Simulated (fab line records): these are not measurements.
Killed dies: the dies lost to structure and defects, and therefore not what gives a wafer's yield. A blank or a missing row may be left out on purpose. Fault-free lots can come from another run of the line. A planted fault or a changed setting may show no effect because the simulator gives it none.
A struck lot beside a sound one | flow nand harc | 31 steps out of a route of 1302
Sound: these wafers, L807.2, L807.3, L807.6. Struck: wafers L820.4, L820.5. (L820.6 of the same lot was not struck and is left out.) The cause comes at the end.
Each step with rows lists, per side, the tool, then ch with its chambers, then its first start. Under that, the readings that differ: sound wafers | struck wafers | difference of the means | sigmas: that difference in standard deviations of wafers without a fault.
alike: a reading whose means differ by less than 2 such deviations, as well as words and numbers matching on both sides. not compared: withheld readings; readings where some wafer has no value; bounds like >300 that might hide an equal value; numbers whose values overlap and for which the record gives no deviation.
Wherever a step has rows on one side only, a row that says differs or no value, or a row with sigmas, the two part there. Numbers that have no deviation but don't overlap get no sigmas and don't part them. A reading that every wafer of one side lacks parts them only if that side has two wafers or more.

first, 1 step without rows for these wafers: NHARC_A_CHANNEL_HOLE_D1_DEVELOP_09 (develop time 35 s).
NHARC_A_CHANNEL_HOLE_D1_CD_MEAS_10 targets a cd of 100 nm.
  sound on cd sem-01 ch 0, day 11 06:14; struck on cd sem-02 ch 0, day 16 03:46
  alike: cd nm
NHARC_A_CHANNEL_HOLE_D1_OVL_MEAS_11:
  struck on overlay-01, day 16 03:51; sound on overlay-02, day 11 06:19
  reading           | sound       | struck    | difference | sigmas
  overlay y nm (nm) | 0.1 0.4 0.6 | -1.8 -2.0 | -2.3       | -3
  alike: overlay x nm
NHARC_A_CHANNEL_HOLE_D1_INSPECT_12:
  struck on defect inspect-01, day 16 03:53; sound on defect inspect-01, day 11 06:22
  alike: raw defect count
then, 1 step without rows for these wafers: NHARC_A_CHANNEL_HOLE_D1_DESCUM_15 (chemistry O2, time 3 s).
NHARC_A_CHANNEL_HOLE_D1_ETCH_38: etches the open film in CF4, target depth 39 nm, time 65 s.
  sound on rie diel-07 ch 0,2,3, day 11 06:32; struck on rie diel-10 ch 1,2, day 16 04:03
  alike: chamber pressure mTorr, drypump motor current A, oes product au, rf vpp V, showerhead plenum p Torr, throttle valve pct
  not compared: rf hours counter h
NHARC_A_CHANNEL_HOLE_D1_ETCH_39: etches the open film in N2/H2, target depth 260 nm, time 325 s.
  sound: rie diel-07 ch 1,2,3; struck: rie diel-10 ch 1,2
  alike: chamber pressure mTorr, drypump motor current A, oes product au, rf vpp V, showerhead plenum p Torr, throttle valve pct
  not compared: rf hours counter h
then, 2 steps without rows for these wafers: NHARC_A_CHANNEL_HOLE_D1_ETCH_34 (etches the open film in CF4/CHF3, target depth 154 nm, time 77 s); NHARC_A_CHANNEL_HOLE_D1_ETCH_16 (etches the open film in O2/COS, target depth 3100 nm, time 806 s).
NHARC_A_CHANNEL_HOLE_D1_CD_MEAS_18:
  struck on cd sem-02, day 16 05:04; sound on cd sem-01, day 11 07:33
  alike: cd nm
then, 2 steps without rows for these wafers: NHARC_A_CHANNEL_HOLE_D1_ETCH_19 (etches the open film in C4F8/O2/Ar, time 34.5 s); NHARC_A_CHANNEL_HOLE_D1_ETCH_20 (etches the open film in C4F8/O2/Ar, time 361.9 s, target depth 1600 nm).
NHARC_A_CHANNEL_HOLE_D1_ETCH_21: etches the open film in C4F8/O2/Ar, time 514.3 s, target depth 1600 nm.
  sound on har etch-02 ch 0,1, day 11 09:58; struck on har etch-02 ch 1, day 16 07:56
  reading                        | sound                | struck        | difference | sigmas
  chamber pressure mTorr (mTorr) | 20.019 20.044 20.010 | 19.973 19.999 | -0.038     | -2
  alike: drypump motor current A, he backside leak sccm, showerhead plenum p Torr, throttle valve pct
  not compared: rf hours counter h
then, 5 steps without rows for these wafers: NHARC_A_CHANNEL_HOLE_D1_ETCH_22 (etches the open film in C4F8/O2/Ar, time 666.7 s, target depth 1600 nm); NHARC_A_CHANNEL_HOLE_D1_ETCH_23 (etches the open film in C4F8/O2/Ar, time 819 s, target depth 1600 nm); NHARC_A_CHANNEL_HOLE_D1_ETCH_24 (etches the open film in C4F8/O2/Ar, time 906.2 s, target depth 1500 nm); NHARC_A_CHANNEL_HOLE_D1_ETCH_25 (etches the open film in C4F8/O2/Ar, time 1040.2 s, target depth 1500 nm); NHARC_A_CHANNEL_HOLE_D1_ETCH_26 (etches the open film in C4F8/O2/Ar, time 224.1 s, target depth 300 nm).
NHARC_A_CHANNEL_HOLE_D1_ETCH_33: etches the open film in C4F8/O2/Ar, time 90 s, target depth 400 nm.
  sound on har etch-02 ch 0,1, day 11 13:26; struck on har etch-02 ch 1, day 16 11:24
  alike: chamber pressure mTorr, drypump motor current A, he backside leak sccm, showerhead plenum p Torr, throttle valve pct
  not compared: rf hours counter h
then, 3 steps without rows for these wafers: NHARC_A_CHANNEL_HOLE_D1_STRIP_41 (strips in N2/H2); NHARC_A_CHANNEL_HOLE_D1_STRIP_42 (strips in CF4/CHF3); NHARC_A_CHANNEL_HOLE_D1_STRIP_43 (strips in O2/COS).
NHARC_A_CHANNEL_HOLE_D1_ETCH_44: etches the open film in CF4/O2, target depth 140 nm, overetch 14 nm, time 77 s.
  sound on rie diel-12 ch 0,1, day 11 14:16; struck on rie diel-10 ch 2,3, day 16 12:07
  alike: chamber pressure mTorr, drypump motor current A, oes_ar_750_au, oes_f_703_au, oes product au, rf vpp V, showerhead plenum p Torr, throttle valve pct
  not compared: rf hours counter h
then, 3 steps without rows for these wafers: NHARC_A_CHANNEL_HOLE_D1_STRIP_27 (strips in O2); NHARC_A_CHANNEL_HOLE_D1_PRECLEAN_28 (cleans in SC1); NHARC_A_CHANNEL_HOLE_D1_SRD_29.
NHARC_A_CHANNEL_HOLE_D1_CD_MEAS_30:
  struck on cd sem-02, day 16 12:53; sound on cd sem-02, day 11 15:11
  alike: cd nm
NHARC_A_CHANNEL_HOLE_D1_XSEM_31:
  sound on xsem-02 ch 0, day 11 15:17; struck on xsem-01 ch 0, day 16 12:59
  alike: bot cd nm, bow nm, tilt deg
NHARC_A_CHANNEL_HOLE_D1_INSPECT_40:
  struck on defect inspect-01, day 16 13:04; sound on defect inspect-01, day 11 15:22
  reading          | sound     | struck  | difference | sigmas
  raw defect count | 103 83 95 | 797 765 | +687       | +25
then, 1 step without rows for these wafers: NHARC_A_CHANNEL_FILL_D1_PRECLEAN_00 (cleans in SC1).
-- the record jumps here: 16 days lie between the struck wafers' starts before and after (it left off in module A_CHANNEL_FILL_D1 and takes up again in module END, whose first step shown is number 1302 of the route) --
NHARC_END_SORT_01:
  at this point the record logs the struck wafers (prober-01 ch 0, day 32 19:59) and has no rows for the sound ones

## WHERE THEY PART
Earliest at NHARC_A_CHANNEL_HOLE_D1_OVL_MEAS_11; latest, in this record, at NHARC_END_SORT_01.

WHY: the cause the simulator had injected
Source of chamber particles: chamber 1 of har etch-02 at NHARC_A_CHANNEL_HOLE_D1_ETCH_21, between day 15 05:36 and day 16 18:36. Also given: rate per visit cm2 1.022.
